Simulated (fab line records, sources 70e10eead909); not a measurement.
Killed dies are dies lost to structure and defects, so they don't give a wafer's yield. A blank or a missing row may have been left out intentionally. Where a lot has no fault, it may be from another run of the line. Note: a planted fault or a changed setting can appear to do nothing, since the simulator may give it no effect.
fab line records	flow nandHarc	part 1 of 2: steps 1 to 20 of 31
record: lots: 5	wafers: 15	lastDay: 24
route steps=1159 shown A_SLIT@794 A_SIN_REMOVE@804 A_WL_FILL@809
lots with no fault: from the same line, run without faults
startH: start of the lot's first displayed wafer, in hours after the record's first day	waitH: hours elapsed since this lot's preceding step	" same as the row above	L1.1+2: a row that stands for several wafers	- either no value or no given start	* or withheld: withheld	< > ~ a bound
route shown NAME@n: NAME is a module with steps in the file, n the number in the route of the first one	usual: mean/standard deviation of fault-free wafers	same: alike in all rows	chamber/n: place in a boat	sites: the reading at each site	_std_site: how widely they spread, as a standard deviation	_edge_site: outer sites' mean less inner sites'	radiusMm: how far each site lies from the wafer's centre	mask NAME#n: copy n	behind: tool/chamber where the wafer was last shaped	hold: what put the lot on hold/how long, in hours/how the hold closed	device: which transistor (n, p or np) failed to switch	end of line: the tests these same wafers got at the end of their route	a step without rows: its recipe alone	killed: dies that structure and defects cost at the first sort, which is not the same as the wafer's yield	map: per-die view of a wafer (x killed, . not killed, _ where there is no die)
set.NAME: setting as actually run; set.NAME@STEP: the setting as run at that earlier step	model.NAME: the simulator's own value behind a step, which no gauge read
certain route steps with their lots: each step a table, each wafer a row
services: the hour from which a tool's chamber was out of use, counted from the record's first day as startH (under 0 if before that day), plus the number of hours and why
== steps ==
step: NHARC_A_SLIT_ETCH_24
recipe: targetDepthA: 1210	timeS: 60.5	cf4FlowSccm: 100	chf3FlowSccm: 30	arFlowSccm: 0	rfW: 500	biasW: 200	chemistry: CF4/CHF3
usual: drypumpMotorCurrentA: 5.6/0.47	oesProductAu: 0.957/0.023	rfVppV: 371.5/1.7	showerheadPlenumPTorr: 1.60/0.045	throttleValvePct: 16.803/0.0091
same: timeS: 60.5
lot.wafer	tool	chamber	startH	waitH	drypumpMotorCurrentA	oesProductAu	rfHoursCounterH	rfVppV	showerheadPlenumPTorr	throttleValvePct
L076.2	rieDiel-12	0	330.14	0.1	4.9	0.986	9	370.9	1.63	16.782
L076.3	"	1	"	"	4.9	0.988	10	370.1	1.56	16.808
L076.1	"	3	"	"	5.7	0.955	8	373.5	1.61	16.808
L082.3	rieDiel-10	3	368.14	0.1	6.1	0.944	0	371.9	1.63	16.796
L082.2	"	0	"	"	5.6	0.974	0	370.7	1.57	16.802
L082.5	"	3	"	"	6.1	0.935	-	372.0	1.63	16.800
L081.4	rieDiel-02	2	372.55	0.1	6.1	0.985	2	373.4	1.64	16.780
L081.1	"	3	"	"	6.0	0.975	2	370.5	1.54	16.790
L081.5	"	1	"	"	6.2	0.952	-	373.3	1.63	16.790
L093.1	rieDiel-02	1	426.51	0.1	6.2	0.965	6	373.4	1.63	16.811
L093.6	"	3	"	"	6.0	0.979	-	369.2	1.54	16.790
L093.5	"	0	"	"	5.5	0.987	-	372.7	1.58	16.806
L095.4	rieDiel-12	3	441.35	0.1	5.7	0.937	4	372.4	1.61	16.802
L095.2	"	0	"	"	4.9	0.945	3	372.3	1.63	16.817
L095.5	"	0	"	"	4.9	0.946	-	372.1	1.63	16.812
step: NHARC_A_SLIT_ETCH_15
recipe: targetDepthA: 32000	overEtchFrac: 0.3	timeS: 832	ionEnergyEv: 150	o2FlowSccm: 400	cosFlowSccm: 20	arFlowSccm: 0	rfW: 500	biasW: 300	chemistry: O2/COS
usual: cosFlowSccm: 19.99/0.062	drypumpMotorCurrentA: 5.6/0.47	oesProductAu: 0.998/0.013	rfVppV: 314.8/1.7	showerheadPlenumPTorr: 3.17/0.094	throttleValvePct: 28.330/0.0095
same: timeS: 832
lot.wafer	tool	chamber	startH	waitH	cosFlowSccm	drypumpMotorCurrentA	oesProductAu	rfHoursCounterH	rfVppV	showerheadPlenumPTorr	throttleValvePct
L076.3	rieDiel-12	0	-	-	19.98	4.9	1.004	9	315.6	3.24	28.327
L076.1	"	1	"	"	19.94	4.9	1.017	10	313.8	3.10	28.341
L076.2	"	3	"	"	20.06	5.8	0.986	8	314.0	3.20	28.331
L082.3	rieDiel-10	2	-	-	19.95	5.8	0.998	0	311.1	2.96	28.334
L082.2	"	3	"	"	20.05	6.1	0.979	0	316.0	3.24	28.336
L082.5	"	1	"	"	20.02	6.5	1.000	-	313.4	3.07	28.335
L081.1	rieDiel-02	0	-	-	19.94	5.5	1.018	2	312.3	3.14	28.320
L081.4	"	1	"	"	20.02	6.2	0.985	1	315.6	3.23	28.334
L081.5	"	0	"	"	19.92	5.5	1.018	-	312.9	3.14	28.310
L093.1	rieDiel-02	3	-	-	20.03	6.0	1.012	6	311.9	3.05	28.329
L093.6	"	3	"	"	20.02	6.0	1.003	-	311.9	3.05	28.338
L093.5	"	0	"	"	19.99	5.5	1.001	-	312.4	3.14	28.333
L095.2	rieDiel-12	3	-	-	19.98	5.7	0.995	4	315.4	3.19	28.334
L095.4	"	1	"	"	20.01	4.9	1.022	3	314.9	3.09	28.326
L095.5	"	2	"	"	20.11	5.5	0.974	-	317.5	3.28	28.332
step: NHARC_A_SLIT_ETCH_17
recipe: biasV: 900	sourceW: withheld	pressureMtorr: 20	arFlowSccm: 375	c4f8FlowSccm: 83.3	o2FlowSccm: 41.7	timeS: 1687.5	targetDepthA: 1.01e+05	chemistry: C4F8/O2/Ar
usual: drypumpMotorCurrentA: 6.0/0.39	showerheadPlenumPTorr: 3.65/0.15	throttleValvePct: 32.047/0.0096
same: timeS: 1687.5
lot.wafer	tool	chamber	startH	waitH	drypumpMotorCurrentA	rfHoursCounterH	showerheadPlenumPTorr	throttleValvePct
L076.2	harEtch-01	1	332.97	-	6.6	10	3.53	32.060
L076.1	"	0	"	"	5.7	10	3.79	32.042
L076.3	"	0	"	"	5.7	-	3.79	32.041
L082.2	harEtch-02	0	369.07	-	5.9	185	3.50	32.050
L082.3	"	0	"	"	5.9	-	3.50	32.045
L082.5	"	0	"	"	5.9	-	3.50	32.038
L081.1	harEtch-01	0	375.08	-	5.7	29	3.78	32.048
L081.4	"	1	"	"	6.6	-	3.52	32.047
L081.5	"	1	"	"	6.5	-	3.52	32.053
L093.1	harEtch-02	0	427.42	-	5.9	214	3.48	32.039
L093.5	"	1	"	"	5.6	-	3.82	32.047
L093.6	"	0	"	"	5.9	-	3.48	32.051
L095.2	harEtch-01	1	442.03	-	6.6	61	3.50	32.052
L095.4	"	0	"	"	5.7	-	3.76	32.045
L095.5	"	0	"	"	5.7	-	3.76	32.068
step: NHARC_A_SLIT_ETCH_26
recipe: biasV: 400	sourceW: 2000	pressureMtorr: 25	timeS: 90	arFlowSccm: 375	c4f8FlowSccm: 41.7	o2FlowSccm: 83.3	targetDepthA: 4000	chemistry: C4F8/O2/Ar
usual: drypumpMotorCurrentA: 6.0/0.39	showerheadPlenumPTorr: 3.68/0.15	throttleValvePct: 27.619/0.0095
same: timeS: 90
lot.wafer	tool	chamber	startH	waitH	drypumpMotorCurrentA	rfHoursCounterH	showerheadPlenumPTorr	throttleValvePct
L076.2	harEtch-01	1	334.45	1.2	6.5	11	3.56	27.612
L076.1	"	0	"	"	5.7	11	3.83	27.607
L076.3	"	0	"	"	5.7	-	3.83	27.615
L082.2	harEtch-02	0	370.33	1.0	5.9	186	3.53	27.628
L082.3	"	0	"	"	5.9	-	3.53	27.607
L082.5	"	0	"	"	5.9	-	3.53	27.638
L081.1	harEtch-01	0	376.36	1.0	5.7	30	3.81	27.616
L081.4	"	1	"	"	6.6	-	3.55	27.622
L081.5	"	1	"	"	6.6	-	3.55	27.624
L093.1	harEtch-02	0	428.70	1.0	5.9	215	3.51	27.612
L093.5	"	1	"	"	5.6	-	3.86	27.604
L093.6	"	0	"	"	5.9	-	3.51	27.621
L095.2	harEtch-01	1	443.52	1.2	6.6	62	3.53	27.628
L095.4	"	0	"	"	5.8	-	3.80	27.636
L095.5	"	0	"	"	5.8	-	3.80	27.623
step: NHARC_A_SLIT_STRIP_28
recipe: o2FlowSccm: 400	cosFlowSccm: 20	arFlowSccm: 0	biasW: 0	chemistry: O2/COS
lot.wafer	tool	chamber	startH	waitH
L076.1+2+3	rieDiel-12	2,3,1	334.97	0.5
L082.2+3+5	rieDiel-02	2,0,1	370.83	0.5
L081.4+1+5	rieDiel-10	3,0,1	376.87	0.4
L093.1+6+5	rieDiel-12	0,3,0	429.20	0.5
L095.4+2+5	rieDiel-12	2,1,3	444.04	0.4
step: NHARC_A_SLIT_ETCH_29
recipe: targetDepthA: 1000	overetchA: 100	timeS: 55	ionEnergyEv: 100	cf4FlowSccm: 80	o2FlowSccm: 20	arFlowSccm: 0	rfW: 300	biasW: 100	chemistry: CF4/O2
usual: drypumpMotorCurrentA: 5.7/0.45	oesProductAu: 0.999/0.013	rfVppV: 198.2/1.2	showerheadPlenumPTorr: 1.35/0.043	throttleValvePct: 13.397/0.0091
same: timeS: 55
lot.wafer	tool	chamber	startH	waitH	drypumpMotorCurrentA	oesProductAu	rfHoursCounterH	rfVppV	showerheadPlenumPTorr	throttleValvePct
L076.1	rieDiel-12	1	335.07	0.1	4.9	1.021	11	197.5	1.32	13.384
L076.3	"	3	"	"	5.7	0.986	9	197.4	1.37	13.403
L076.2	"	0	"	"	4.9	1.025	10	200.0	1.39	13.388
L082.3	rieDiel-02	3	370.92	0.1	6.0	0.998	2	197.5	1.30	13.397
L082.2	"	0	"	"	5.5	1.009	1	199.4	1.34	13.405
L082.5	"	3	"	"	6.0	1.003	-	197.1	1.30	13.405
L081.4	rieDiel-10	0	376.95	0.1	5.6	0.988	1	197.8	1.34	13.411
L081.1	"	1	"	"	6.5	1.008	1	197.3	1.31	13.400
L081.5	"	0	"	"	5.6	0.996	-	198.4	1.34	13.400
L093.1	rieDiel-12	0	429.30	0.1	4.9	1.008	3	200.1	1.38	13.404
L093.5	"	1	"	"	4.9	1.005	-	199.3	1.32	13.389
L093.6	"	2	"	"	5.4	0.961	-	198.1	1.41	13.396
L095.4	rieDiel-12	2	444.13	0.1	5.5	0.975	4	198.9	1.41	13.402
L095.2	"	1	"	"	4.9	1.006	3	198.0	1.32	13.405
L095.5	"	2	"	"	5.4	0.962	-	198.3	1.41	13.396
step: NHARC_A_SLIT_STRIP_18
recipe: o2FlowSccm: 500	arFlowSccm: 0	biasW: 0	chemistry: O2
usual: drypumpMotorCurrentA: 5.7/0.47	oesProductAu: 0.998/0.012	rfVppV: 57.9/0.86	showerheadPlenumPTorr: 3.58/0.1	throttleValvePct: 17.037/0.0097
lot.wafer	tool	chamber	startH	waitH	drypumpMotorCurrentA	oesProductAu	rfHoursCounterH	rfVppV	showerheadPlenumPTorr	throttleValvePct
L076.3	rieDiel-12	1	-	-	4.9	1.012	11	56.8	3.50	17.052
L076.1	"	2	"	"	5.5	0.992	9	58.1	3.71	17.038
L076.2	"	3	"	"	5.7	0.979	9	57.6	3.61	17.047
L082.2	rieDiel-02	2	-	-	6.1	1.002	1	58.6	3.68	17.033
L082.3	"	0	"	"	5.5	1.007	1	59.7	3.55	17.049
L082.5	"	1	"	"	6.2	0.984	-	58.1	3.65	17.036
L081.4	rieDiel-10	1	-	-	6.5	1.006	1	57.7	3.47	17.049
L081.1	"	2	"	"	5.7	1.007	1	56.6	3.35	17.037
L081.5	"	2	"	"	5.8	0.996	-	57.1	3.35	17.043
L093.1	rieDiel-12	1	-	-	4.9	1.014	3	57.9	3.49	17.042
L093.5	"	3	"	"	5.7	0.993	-	58.1	3.61	17.016
L093.6	"	0	"	"	4.9	1.010	-	58.0	3.65	17.032
L095.2	rieDiel-12	3	-	-	5.7	0.984	4	57.4	3.61	17.042
L095.4	"	1	"	"	4.9	1.014	3	56.1	3.49	17.022
L095.5	"	3	"	"	5.7	0.987	-	58.0	3.61	17.035
step: NHARC_A_SLIT_PRECLEAN_19
recipe: timeS: *	tempC: 50	bathAgeMin: 0	chemistry: SC1
same: timeS: *
lot.wafer	tool	chamber	startH	waitH
L076.1+2+3	wetBench-06	7,1,3	335.47	-
L082.2+3+5	wetBench-07	7,0,2	371.32	-
L081.4+5+1	wetBench-06	0,2,3	377.35	-
L093.5+1+6	wetBench-05	3,4,5	429.69	-
L095.2+4+5	wetBench-05	1,3,4	444.53	-
step: NHARC_A_SLIT_SRD_20
lot.wafer	tool	chamber	startH	waitH
L076.1+2+3	wetBench-06	7,1,3	-	-
L082.2+3+5	wetBench-07	7,0,2	-	-
L081.4+5+1	wetBench-06	0,2,3	-	-
L093.5+1+6	wetBench-05	3,4,5	-	-
L095.2+4+5	wetBench-05	1,3,4	-	-
step: NHARC_A_SLIT_CD_MEAS_21
usual: cdNm: 289.5/0.97
lot.wafer	tool	chamber	startH	waitH	cdNm
L076.1	cdSem-01	-	335.60	-	290.0
L076.2	"	-	"	"	291.0
L076.3	"	-	"	"	289.9
L082.2	cdSem-02	-	371.45	-	290.6
L082.3	"	-	"	"	289.7
L082.5	"	-	"	"	290.0
L081.1	cdSem-03	-	377.49	-	290.8
L081.4	"	-	"	"	290.6
L081.5	"	-	"	"	290.6
L093.1	cdSem-02	-	429.81	-	289.8
L093.5	"	-	"	"	289.1
L093.6	"	-	"	"	289.7
L095.2	cdSem-03	-	444.67	-	289.4
L095.4	"	-	"	"	291.0
L095.5	"	-	"	"	290.0
step: NHARC_A_SIN_REMOVE_WET_00
recipe: tempC: 160	timeS: 15300	chemistry: H3PO4
same: timeS: 15300
lot.wafer	tool	chamber	startH	waitH
L076.1+2+3	wetH3po4-01	1	336.70	1.1
L082.2+3+5	wetH3po4-02	1	374.20	2.7
L081.1+4+5	wetH3po4-01	0	378.54	1.0
L093.1+5+6	wetH3po4-01	1	432.55	2.7
L095.2+4+5	wetH3po4-02	1	447.40	2.7
step: NHARC_A_SIN_REMOVE_PRECLEAN_01
recipe: timeS: *	tempC: 50	bathAgeMin: 0	chemistry: SC1
same: timeS: *
lot.wafer	tool	chamber	startH	waitH
L076.3+2+1	wetBench-01	2,5,6	341.46	0.0
L082.2+3+5	wetBench-04	0,1,2	379.01	0.0
L081.1+5+4	wetBench-04	7,1,3	383.36	0.0
L093.5+6+1	wetBench-01	0,2,5	437.30	0.0
L095.2+5+4	wetBench-01	2,3,5	452.22	0.0
step: NHARC_A_SIN_REMOVE_SRD_02
lot.wafer	tool	chamber	startH	waitH
L076.3+2+1	wetBench-01	2,5,6	-	-
L082.2+3+5	wetBench-04	0,1,2	-	-
L081.1+5+4	wetBench-04	7,1,3	-	-
L093.5+6+1	wetBench-01	0,2,5	-	-
L095.2+5+4	wetBench-01	2,3,5	-	-
step: NHARC_A_SIN_REMOVE_INSPECT_04
usual: rawDefectCount: 301/78
lot.wafer	tool	chamber	startH	waitH	rawDefectCount
L076.1	defectInspect-01	-	341.64	0.0	294
L076.2	"	-	"	"	409
L076.3	"	-	"	"	196
L082.2	defectInspect-02	-	379.20	0.0	299
L082.3	"	-	"	"	318
L082.5	"	-	"	"	240
L081.1	defectInspect-02	-	383.55	0.0	285
L081.4	"	-	"	"	248
L081.5	"	-	"	"	218
L093.1	defectInspect-01	-	437.48	0.0	481
L093.5	"	-	"	"	309
L093.6	"	-	"	"	312
L095.2	defectInspect-01	-	452.39	0.0	243
L095.4	"	-	"	"	421
L095.5	"	-	"	"	252
step: NHARC_A_WL_FILL_ALD_00
recipe: targetThkA: 30	pulseTimeS: 3	aldCycles: 30	tempC: 300	material: Al2O3
usual: heaterPowerW: 465/41	precursorPulseHeightRel: 0.997/0.019	susceptorTempC: 299.99/0.2
lot.wafer	tool	chamber	startH	waitH	heaterPowerW	precursorPulseHeightRel	susceptorTempC
L076.3	aldHk-04	1	341.87	0.2	486	1.005	300.04
L076.2	"	3	"	"	376	0.995	300.04
L076.1	"	0	"	"	524	1.034	299.97
L082.2	aldHk-03	1	379.26	0.1	521	1.026	299.98
L082.3	"	0	"	"	403	0.975	299.80
L082.5	"	2	"	"	420	1.000	299.91
L081.4	aldHk-02	3	383.77	0.2	473	1.018	299.89
L081.1	"	1	"	"	493	0.974	300.03
L081.5	"	0	"	"	433	0.967	299.72
L093.1	aldHk-02	3	438.72	1.2	478	0.991	-
L093.6	"	2	"	"	516	1.000	-
L093.5	"	3	"	"	490	0.982	-
L095.4	aldHk-03	1	452.45	0.1	508	0.983	300.09
L095.2	"	0	"	"	402	1.034	299.64
L095.5	"	2	"	"	406	1.003	300.29
step: NHARC_A_WL_FILL_RTA_01
recipe: tempC: 1000	timeS: 5
usual: lampPowerPct: 29.7/1.1	wafer_temp_C_max: 1004.0/1.5
same: timeS: 5
lot.wafer	tool	chamber	startH	waitH	lampPowerPct	wafer_temp_C_max
L076.1	rtpAnneal-01	0	342.13	-	28.6	1004.8
L076.2	"	0	"	"	28.6	1006.1
L076.3	"	0	"	"	28.6	1003.6
L082.2	rtpAnneal-01	0	379.55	-	28.7	1006.1
L082.3	"	0	"	"	28.7	1004.7
L082.5	"	0	"	"	28.6	1005.5
L081.1	rtpAnneal-02	0	384.03	-	30.8	1002.4
L081.4	"	0	"	"	30.9	1003.3
L081.5	"	0	"	"	30.8	1001.9
L093.1	rtpAnneal-02	0	438.95	-	30.9	1002.9
L093.5	"	0	"	"	30.9	1004.1
L093.6	"	0	"	"	30.9	1002.4
L095.2	rtpAnneal-01	0	452.75	-	28.6	1004.9
L095.4	"	0	"	"	28.7	1005.0
L095.5	"	0	"	"	28.7	1003.2
step: NHARC_A_WL_FILL_ALD_02
recipe: targetThkA: 20	pulseTimeS: 3	aldCycles: 100	tempC: 450	material: TiN
usual: heaterPowerW: 1126/110	precursorPulseHeightRel: 0.998/0.02	susceptorTempC: 450.01/0.24
lot.wafer	tool	chamber	startH	waitH	heaterPowerW	precursorPulseHeightRel	susceptorTempC
L076.3	aldMetal-04	2	342.35	0.1	1077	1.007	450.09
L076.1	"	3	"	"	910	1.002	450.05
L076.2	"	1	"	"	1224	0.980	450.02
L082.3	aldMetal-04	0	379.78	0.2	1068	0.992	449.87
L082.2	"	1	"	"	1210	0.949	449.96
L082.5	"	0	"	"	1031	0.988	450.40
L081.4	aldMetal-03	3	384.29	0.1	1242	1.019	450.31
L081.1	"	1	"	"	1136	1.004	450.36
L081.5	"	2	"	"	1411	1.006	449.47
L093.1	aldMetal-02	1	439.28	0.3	1226	0.995	449.75
L093.6	"	2	"	"	1170	0.983	449.91
L093.5	"	3	"	"	1147	0.990	449.48
L095.2	aldMetal-02	0	452.94	0.2	1057	1.001	450.27
L095.4	"	2	"	"	1186	1.012	449.96
L095.5	"	0	"	"	1036	0.993	449.93
step: NHARC_A_WL_FILL_CVD_03
recipe: targetThkA: 400	tempC: 300	pressureTorr: 40	wf6FlowSccm: 40	h2FlowSccm: 1600	arFlowSccm: 1560	timeS: 3302	material: W
usual: chamberPressureTorr: 40.01/0.088	heaterPowerW: 524/74	susceptorTempC: 299.98/0.24	throttleValvePct: 7.95/0.22
same: timeS: 3302
lot.wafer	tool	chamber	startH	waitH	chamberPressureTorr	heaterPowerW	susceptorTempC	throttleValvePct
L076.2	cvdW-02	1	346.41	3.7	39.89	482	-	7.67
L076.1	"	0	"	"	40.06	506	-	8.13
L076.3	"	0	"	"	40.02	514	-	8.46
L082.2	cvdW-02	1	380.66	0.5	40.04	473	299.89	7.88
L082.3	"	1	"	"	40.01	475	299.99	7.90
L082.5	"	1	"	"	39.89	471	299.89	7.71
L081.1	cvdW-01	0	392.12	7.5	39.81	488	300.16	8.15
L081.4	"	0	"	"	39.92	494	300.03	7.99
L081.5	"	0	"	"	39.99	492	299.82	7.85
L093.1	cvdW-02	0	441.57	2.0	40.15	511	299.84	8.30
L093.6	"	0	443.46	3.9	40.08	511	299.65	8.37
L093.5	"	1	"	"	40.04	440	299.82	7.74
L095.2	cvdW-02	1	458.12	4.8	39.98	442	299.89	8.03
L095.4	"	1	"	"	39.90	445	300.03	7.82
L095.5	"	1	"	"	39.99	444	299.82	7.89
step: NHARC_A_WL_FILL_ETCHBACK_04
recipe: targetDepthA: 600	timeS: 120	chemistry: NF3
usual: drypumpMotorCurrentA: 5.4/0.42	oesProductAu: 1.007/0.011
same: timeS: 120
lot.wafer	tool	chamber	startH	waitH	drypumpMotorCurrentA	oesProductAu	rfHoursCounterH
L076.1	rieMetal-03	0	349.68	2.3	5.3	1.014	1.7
L076.2	"	0	"	"	5.4	1.020	-
L076.3	"	0	"	"	5.4	1.026	-
L082.2	rieMetal-01	0	383.57	2.4	5.8	1.013	1.0
L082.3	"	1	"	"	5.2	1.010	-
L082.5	"	1	"	"	5.2	0.992	-
L081.1	rieMetal-01	0	394.98	2.4	5.8	1.002	1.7
L081.4	"	1	"	"	5.2	0.999	-
L081.5	"	0	"	"	5.8	1.005	-
L093.1	rieMetal-03	1	444.89	2.8	5.3	0.984	3.5
L093.5	"	1	"	"	5.3	0.995	-
L093.6	"	0	"	"	5.4	1.008	-
L095.2	rieMetal-01	1	461.54	2.9	5.2	1.013	-
L095.4	"	1	"	"	5.2	1.013	-
L095.5	"	1	"	"	5.2	1.010	-
step: NHARC_A_WL_FILL_ETCHBACK_05
recipe: targetDepthA: 220	timeS: 60	tempC: 40	chemistry: Cl2/BCl3
usual: drypumpMotorCurrentA: 5.4/0.42	oesProductAu: 1.007/0.012
same: timeS: 60
lot.wafer	tool	chamber	startH	waitH	drypumpMotorCurrentA	oesProductAu	rfHoursCounterH
L076.1	rieMetal-03	0	350.12	0.4	5.3	1.022	2.0
L076.2	"	0	"	"	5.3	1.016	-
L076.3	"	0	"	"	5.4	1.014	-
L082.2	rieMetal-01	0	383.85	0.2	5.8	1.006	1.2
L082.3	"	1	"	"	5.1	0.997	-
L082.5	"	1	"	"	5.1	0.993	-
L081.1	rieMetal-01	0	395.22	0.2	5.8	1.007	1.8
L081.4	"	0	"	"	5.8	1.006	-
L081.5	"	0	"	"	5.8	1.003	-
L093.1	rieMetal-03	0	445.19	0.3	5.3	1.007	5.0
L093.6	"	0	"	"	5.4	0.999	-
L093.5	"	1	"	"	5.3	0.993	-
L095.2	rieMetal-01	1	461.94	0.3	5.2	1.006	-
L095.4	"	1	"	"	5.2	1.012	-
L095.5	"	1	"	"	5.2	1.008	-
